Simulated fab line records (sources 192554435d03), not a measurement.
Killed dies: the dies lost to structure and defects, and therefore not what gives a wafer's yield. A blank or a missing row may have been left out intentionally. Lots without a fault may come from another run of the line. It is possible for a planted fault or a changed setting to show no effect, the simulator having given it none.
fab line records | flow n5Finfet
record: lots: 6 wafers: 18 lastDay: 21
route steps=1938 shown BEOL_M2@910 BEOL_M4@1111 PASSIVATION@1936
lots with no fault: from the same line, run without faults
startH: hours from the record's opening day to when the first of the lot's shown wafers began | waitH: hours since the lot's step before | " repeats the value in the row above | L1.1+2: several wafers, shown together as one row | - either no value or no given start | * or withheld: withheld | < > ~ a bound
route shown NAME@n: names a module that has steps shown in the file, with the first one's number in the route | usual: mean/standard deviation of fault-free wafers | same: alike in all rows | chamber/n: place in a boat | sites: readings site by site | _std_site: standard deviation of those values | _edge_site: the outer-site mean with the inner-site mean subtracted | radiusMm: how far each site lies from the wafer's centre | mask NAME#n: copy n | behind: the most recent tool/chamber to have shaped the wafer | hold: why the lot was held/for how many hours/how that ended | device: names the non-switching transistor (n, p or np) | end of line: tests run on the same wafers once the route is complete | where a step has no rows: the recipe by itself | killed: dies lost to structure and defects at the first sort, not the wafer's yield | map: dies across one wafer; x = killed, . = not, _ = none there
set.NAME: the setting the step ran with; set.NAME@STEP: the setting that earlier step ran with | model.NAME: the simulator's own value behind a step, which no gauge read
lots seen at some steps along the route; tables by step, rows by wafer
services: from which hour (startH, from the record's first day; less than 0 if before it) a tool's chamber was out of use, for how many hours, and why
== steps ==
step: N5_BEOL_M2_SPUTTER_86
recipe: material: Cu targetThkA: 45 tempC: -20 chamberPressurePa: 0.07 powerW: withheld timeS: 8.29
usual: throttleValvePct: 29.5/0.88
columns lot.wafer tool chamber startH waitH throttleValvePct
L770.1 pvdSputter-02 - 160.62 0.1 30.1
L770.3 " - " " 29.9
L770.5 " - " " 30.5
L778.3 pvdSputter-03 - 211.45 0.1 29.0
L778.4 " - " " 30.0
L778.6 " - " " 30.4
L782.1 pvdSputter-01 - 233.96 0.1 29.8
L782.2 " - " " 29.1
L782.6 " - " " 28.9
L784.3 pvdSputter-03 - 236.79 0.1 28.9
L784.5 " - " " 30.0
L784.6 " - " " 29.0
L783.2 pvdSputter-03 - 238.67 0.1 30.2
L783.3 " - " " 30.6
L783.5 " - " " 30.3
L791.2 pvdSputter-03 - 323.36 0.1 29.9
L791.3 " - " " 30.7
L791.6 " - " " 30.0
step: N5_BEOL_M2_ANNEAL_87
recipe: tempC: 400 timeS: 240 ambient: vacuum
step: N5_BEOL_M2_SPUTTER_88
recipe: material: Cu targetThkA: 45 tempC: -20 chamberPressurePa: 0.07 powerW: withheld timeS: 8.29
step: N5_BEOL_M2_ANNEAL_89
recipe: tempC: 400 timeS: 240 ambient: vacuum
usual: heaterPowerW: 842/82
columns lot.wafer tool chamber startH waitH heaterPowerW
L770.1 pvdSputter-02 - 160.92 0.0 977
L770.3 " - " " 741
L770.5 " - " " 957
L778.3 pvdSputter-03 - 211.75 0.0 861
L778.4 " - " " 900
L778.6 " - " " 836
L782.1 pvdSputter-01 - 234.26 0.0 696
L782.2 " - " " 902
L782.6 " - " " 901
L784.3 pvdSputter-03 - 237.09 0.0 863
L784.5 " - " " 895
L784.6 " - " " 896
L783.2 pvdSputter-03 - 238.97 0.0 904
L783.3 " - " " 990
L783.5 " - " " 900
L791.2 pvdSputter-03 - 323.66 0.0 894
L791.3 " - " " 974
L791.6 " - " " 898
step: N5_BEOL_M2_SPUTTER_90
recipe: material: Cu targetThkA: 45 tempC: -20 chamberPressurePa: 0.07 powerW: withheld timeS: 8.29
step: N5_BEOL_M2_ANNEAL_91
recipe: tempC: 400 timeS: 240 ambient: vacuum
usual: heaterPowerW: 845/84
columns lot.wafer tool chamber startH waitH heaterPowerW
L770.1 pvdSputter-02 - 161.14 0.0 943
L770.3 " - " " 755
L770.5 " - " " 956
L778.3 pvdSputter-03 - 211.97 0.0 877
L778.4 " - " " 911
L778.6 " - " " 882
L782.1 pvdSputter-01 - 234.48 0.0 711
L782.2 " - " " 885
L782.6 " - " " 880
L784.3 pvdSputter-03 - 237.31 0.0 909
L784.5 " - " " 881
L784.6 " - " " 883
L783.2 pvdSputter-03 - 239.19 0.0 906
L783.3 " - " " 1024
L783.5 " - " " 913
L791.2 pvdSputter-03 - 323.88 0.0 898
L791.3 " - " " 981
L791.6 " - " " 907
step: N5_BEOL_M2_SPUTTER_92
recipe: material: Cu targetThkA: 45 tempC: -20 chamberPressurePa: 0.07 powerW: withheld timeS: 8.29
step: N5_BEOL_M2_ANNEAL_93
recipe: tempC: 400 timeS: 240 ambient: vacuum
usual: heaterPowerW: 843/82
columns lot.wafer tool chamber startH waitH heaterPowerW
L770.1 pvdSputter-02 - 161.36 0.0 953
L770.3 " - " " 745
L770.5 " - " " 940
L778.3 pvdSputter-03 - 212.19 0.0 871
L778.4 " - " " 903
L778.6 " - " " 881
L782.1 pvdSputter-01 - 234.70 0.0 713
L782.2 " - " " 905
L782.6 " - " " 890
L784.3 pvdSputter-03 - 237.53 0.0 883
L784.5 " - " " 892
L784.6 " - " " 881
L783.2 pvdSputter-03 - 239.41 0.0 887
L783.3 " - " " 978
L783.5 " - " " 924
L791.2 pvdSputter-03 - 324.10 0.0 889
L791.3 " - " " 1010
L791.6 " - " " 904
step: N5_BEOL_M2_SPUTTER_94
recipe: material: Cu targetThkA: 45 tempC: -20 chamberPressurePa: 0.07 powerW: withheld timeS: 8.29
usual: throttleValvePct: 29.5/0.9
columns lot.wafer tool chamber startH waitH throttleValvePct
L770.1 pvdSputter-02 - 161.50 0.1 30.0
L770.3 " - " " 30.1
L770.5 " - " " 30.2
L778.3 pvdSputter-03 - 212.33 0.1 29.1
L778.4 " - " " 30.2
L778.6 " - " " 30.0
L782.1 pvdSputter-01 - 234.84 0.1 29.7
L782.2 " - " " 29.0
L782.6 " - " " 28.8
L784.3 pvdSputter-03 - 237.67 0.1 29.0
L784.5 " - " " 30.3
L784.6 " - " " 29.2
L783.2 pvdSputter-03 - 239.55 0.1 30.1
L783.3 " - " " 30.5
L783.5 " - " " 30.4
L791.2 pvdSputter-03 - 324.24 0.1 29.9
L791.3 " - " " 30.9
L791.6 " - " " 30.1
step: N5_BEOL_M2_ANNEAL_95
recipe: tempC: 400 timeS: 240 ambient: vacuum
step: N5_BEOL_M2_SPUTTER_96
recipe: material: Cu targetThkA: 45 tempC: -20 chamberPressurePa: 0.07 powerW: withheld timeS: 8.29
step: N5_BEOL_M2_ECD_50
recipe: material: Cu targetThkA: 3000
step: N5_BEOL_M2_ANNEAL_51
recipe: tempC: 225 timeS: 90 ambient: N2
usual: wafer_temp_C_max: 225.73/0.19
columns lot.wafer tool chamber startH waitH wafer_temp_C_max
L770.1 rtpAnneal-02 0 161.92 0.1 225.88
L770.3 " 0 " " 225.50
L770.5 " 0 " " 225.92
L778.3 rtpAnneal-02 0 212.98 0.3 225.47
L778.4 " 0 " " 225.64
L778.6 " 0 " " 225.55
L782.1 rtpAnneal-01 0 235.25 0.1 226.00
L782.2 " 0 " " 225.84
L782.6 " 0 " " 225.77
L784.3 rtpAnneal-02 0 238.17 0.1 223.38
L784.5 " 0 " " 223.28
L784.6 " 0 " " 223.38
L783.2 rtpAnneal-02 0 240.01 0.1 223.61
L783.3 " 0 " " 222.96
L783.5 " 0 " " 223.59
L791.2 rtpAnneal-01 0 325.01 0.4 225.70
L791.3 " 0 " " 225.47
L791.6 " 0 " " 225.68
step: N5_BEOL_M2_CMP_52
recipe: stopOn: SiOC tOverpolishS: 6.8 downForcePsi: 1 platenRpm: 50 clearingPlatenDownForcePsi: 1.5 clearingPlatenRpm: 50 postCmpClean: cuAlkaline targetThkNm: 40 clearingPlatenPadVelocityMS: 0.99484 padVelocityMS: 0.99484
step: N5_BEOL_M4_RC_MEAS_101
usual: DIBL_N: 36.3/1.9 DIBL_P: 36.6/2.4 IOFF_N: 0.17/0.037 IOFF_P: 0.23/0.04 ION_N: 682/14 ION_P: 468/8.6 SS_N: 71.6/0.67 SS_P: 73.4/0.71 VT_N: 248/3.3 VT_P: -248.9/2.9
columns lot.wafer tool chamber startH waitH DIBL_N[mV/V] DIBL_P[mV/V] IOFF_N[nA/um] IOFF_P[nA/um] ION_N[uA/um] ION_P[uA/um] SS_N[mV/dec] SS_P[mV/dec] VT_N[mV] VT_P[mV]
L770.1 prober-02 0 193.59 0.0 35.8 38.0 0.18 0.26 704 485 71.6 72.8 248 -246.5
L770.3 " 0 " " 38.1 39.2 0.20 0.28 679 465 72.0 73.8 248 -244.1
L770.5 " 0 " " 37.5 39.6 0.21 0.30 688 477 71.9 73.2 243 -244.3
L778.3 prober-01 0 244.24 0.3 34.3 33.8 0.14 0.21 659 460 71.0 72.8 248 -249.0
L778.4 " 0 " " 36.9 36.5 0.16 0.23 675 465 71.5 74.0 250 -245.9
L778.6 " 0 " " 40.0 39.4 0.23 0.30 676 470 73.0 74.9 246 -243.2
L782.1 prober-02 0 293.75 0.0 36.4 37.6 0.17 0.21 697 475 72.1 74.1 250 -250.9
L782.2 " 0 " " 36.2 37.2 0.17 0.20 669 455 72.3 72.8 247 -250.4
L782.6 " 0 " " 39.9 42.1 0.27 0.28 692 465 73.1 74.9 243 -247.3
L784.3 prober-01 0 296.00 0.3 35.3 34.3 0.15 0.19 674 462 71.1 73.1 249 -250.4
L784.5 " 0 " " 36.9 38.1 0.19 0.25 687 473 71.5 73.7 247 -247.7
L784.6 " 0 " " 37.0 37.3 0.18 0.23 676 461 71.7 73.1 248 -246.8
L783.2 prober-01 0 310.81 0.2 37.1 38.7 0.18 0.24 674 470 72.1 73.0 249 -248.1
L783.3 " 0 " " 38.8 39.6 0.21 0.25 682 461 72.6 74.0 245 -247.9
L783.5 " 0 " " 37.3 38.3 0.20 0.24 694 467 70.7 73.8 248 -248.0
L791.2 prober-02 0 375.66 0.2 36.7 36.5 0.17 0.21 677 464 71.8 73.8 247 -249.0
L791.3 " 0 " " 33.3 31.7 0.11 0.14 653 448 70.8 72.1 254 -253.6
L791.6 " 0 " " 39.6 40.4 0.26 0.29 697 472 71.9 74.7 244 -243.5
step: N5_PASSIVATION_PROBE_49
usual: defectLimitedYield: 91.2/1.5 killed_at_M0_to_M3: 35/12 killed_at_M4_up: 14/5.1 killedAtContacts: 13/6 killedAtFrontEnd: 38/12 killedAtOther: 4/3.5 killedDies: 104/18 killedOpen: 68/13 killedShort: 33/8.1 sort_bin_4_leakage: 0.00/0.044 sort_bin_5_function: 5.2/1 sort_bin_6_memory: 3.2/0.69 sortNPass: 1076/18 sortYieldPct: 91.2/1.5
same: grossDies: 1180 killedAtBackSide: 0 sort_bin_8_speed[%]: 0
columns lot.wafer tool chamber startH waitH defectLimitedYield[%] killed_at_M0_to_M3 killed_at_M4_up killedAtContacts killedAtFrontEnd killedAtOther killedDies killedOpen killedShort sort_bin_4_leakage[%] sort_bin_5_function[%] sort_bin_6_memory[%] sortNPass sortYieldPct[%]
L770.1 prober-02 - 317.58 0.0 92.4 37 11 6 32 4 90 56 31 0 4.3 3.1 1090 92.4
L770.3 prober-02 - 317.68 0.1 91.9 43 12 16 23 1 95 55 36 0 4.2 3.5 1085 91.9
L770.5 prober-02 - 317.78 0.2 94.2 26 15 6 20 1 68 47 19 0 3.0 2.5 1112 94.2
L778.4 prober-01 - 356.90 0.2 91.1 36 16 13 29 11 105 65 31 0 5.1 2.7 1075 91.1
L782.1 prober-02 - 403.22 0.0 92.5 34 11 6 31 7 89 58 29 0 4.7 2.5 1091 92.5
L782.2 prober-02 - 403.27 0.1 91.9 38 14 9 28 7 96 70 26 0 4.2 3.9 1084 91.9
L782.6 prober-02 - 403.47 0.3 90.8 41 9 18 39 1 108 73 32 0 6.1 2.8 1072 90.8
L784.3 prober-01 - 404.09 0.1 89.0 30 29 15 53 3 130 93 34 0 6.8 3.8 1050 89.0
L784.5 prober-01 - 404.19 0.2 88.2 51 24 14 45 5 139 92 40 0 6.4 4.6 1041 88.2
L784.6 prober-01 - 404.24 0.3 91.2 31 16 8 47 2 104 59 45 0 4.8 3.3 1076 91.2
killed by level:class
L770.1 BEOL_M0_SAQP:geometricParticle:open=12 STI_FIN_REVEAL:geometricParticle:open=11 BEOL_M0_SAQP:geometricParticle:short=10 BEOL_M4:geometricParticle:open=6 FIN_SAQP:geometricParticle:short=5 DUMMY_GATE:geometricParticle:open=5 MOL_CONTACT_COAG:geometricParticle:short=4 BEOL_M1:geometricParticle:open=4
L770.3 BEOL_M0_SAQP:geometricParticle:short=17 MOL_CONTACT_COAG:geometricParticle:open=13 BEOL_M0_SAQP:geometricParticle:open=10 FIN_SAQP:geometricParticle:short=8 BEOL_M0:geometricParticle:open=8 BEOL_M3:geometricParticle:open=5 BEOL_M4:geometricParticle:open=4 STARTING-WAFER:geometricParticle:short=4
L770.5 BEOL_M0_SAQP:geometricParticle:open=10 BEOL_M1:geometricParticle:open=6 BEOL_M4:geometricParticle:open=6 MOL_CONTACT_COAG:geometricParticle:open=5 STARTING-WAFER:geometricParticle:short=5 FIN_SAQP:geometricParticle:open=4 BEOL_M0_SAQP:geometricParticle:short=3 BEOL_M0:geometricParticle:open=3
L778.4 BEOL_M2:geometricParticle:open=16 MOL_CONTACT_COAG:geometricParticle:open=12 BEOL_M4:geometricParticle:open=12 HKMG_FIN:areaEtch=9 BEOL_M0_SAQP:geometricParticle:short=4 BEOL_M1:geometricParticle:open=4 BEOL_M3:geometricParticle:open=4 FIN_SAQP:geometricParticle:short=3
L782.1 BEOL_M2:geometricParticle:open=12 BEOL_M3:geometricParticle:open=8 MOL_CONTACT_COAG:geometricParticle:open=6 STARTING-WAFER:geometricParticle:open=5 GATE_CUT:geometricParticle:open=4 GATE_CUT:geometricParticle:short=4 PAD_METAL:geometricParticle:short=4 STARTING-WAFER:geometricParticle:short=4
L782.2 BEOL_M2:geometricParticle:open=14 BEOL_M4:geometricParticle:open=11 STI_FIN_REVEAL:geometricParticle:open=9 BEOL_M3:geometricParticle:open=9 BEOL_M0_SAQP:geometricParticle:short=8 MOL_CONTACT_COAG:geometricParticle:open=6 BEOL_M0_SAQP:geometricParticle:open=6 DUMMY_GATE:geometricParticle:open=4
L782.6 MOL_CONTACT_COAG:geometricParticle:open=16 FIN_SAQP:geometricParticle:open=12 BEOL_M2:geometricParticle:open=12 FIN_SAQP:geometricParticle:short=10 BEOL_M0_SAQP:geometricParticle:short=8 BEOL_M0_SAQP:geometricParticle:open=5 BEOL_M1:geometricParticle:open=5 BEOL_M4:geometricParticle:open=4
L784.3 STI_FIN_REVEAL:geometricParticle:open=15 BEOL_M4:geometricParticle:open=14 MOL_CONTACT_COAG:geometricParticle:open=13 GATE_CUT:geometricParticle:short=9 BEOL_M0_SAQP:geometricParticle:open=9 GATE_CUT:geometricParticle:open=6 BEOL_M0_SAQP:geometricParticle:short=6 BEOL_M4:geometricParticle:short=5
L784.5 BEOL_M0_SAQP:geometricParticle:short=17 BEOL_M1:geometricParticle:open=14 BEOL_M4:geometricParticle:open=13 BEOL_M0_SAQP:geometricParticle:open=12 MOL_CONTACT_COAG:geometricParticle:open=9 FIN_SAQP:geometricParticle:open=8 FIN_SAQP:geometricParticle:short=6 HKMG_FIN:areaEtch=6
L784.6 FIN_SAQP:geometricParticle:short=14 BEOL_M0_SAQP:geometricParticle:short=11 BEOL_M0_SAQP:geometricParticle:open=8 MOL_CONTACT_COAG:geometricParticle:open=8 BEOL_M4:geometricParticle:open=8 STI_FIN_REVEAL:geometricParticle:open=7 FIN_SAQP:geometricParticle:open=6 BEOL_M2:geometricParticle:open=6
== services ==
columns tool chamber startH hours kind
pvdSputter-03 - 138.99 2.0 repair
pvdSputter-02 - 172.82 0.6 repair
rtpAnneal-01 - 176.76 2.0 pm
pvdSputter-01 - 292.47 20.0 repair
== key ==
firstSign: step: N5_BEOL_M2_ANNEAL_51 reading: wafer_temp_C_max direction: down sigmas: 13 usual: * struck: *
effect none on later readings
metAt N5_BEOL_M2_ANNEAL_51
struckWafers L783.2,L783.3,L783.5,L784.3,L784.5,L784.6
onsetBetween 212.98 238.17
fault: kind: processParameterDrift tool: rtpAnneal-02 chamber: - onsetH: 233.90 steps: N5_BEOL_M2_ANNEAL_51 channel: tempC offset: * shape: step endH: 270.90 actsIn: * stated: *
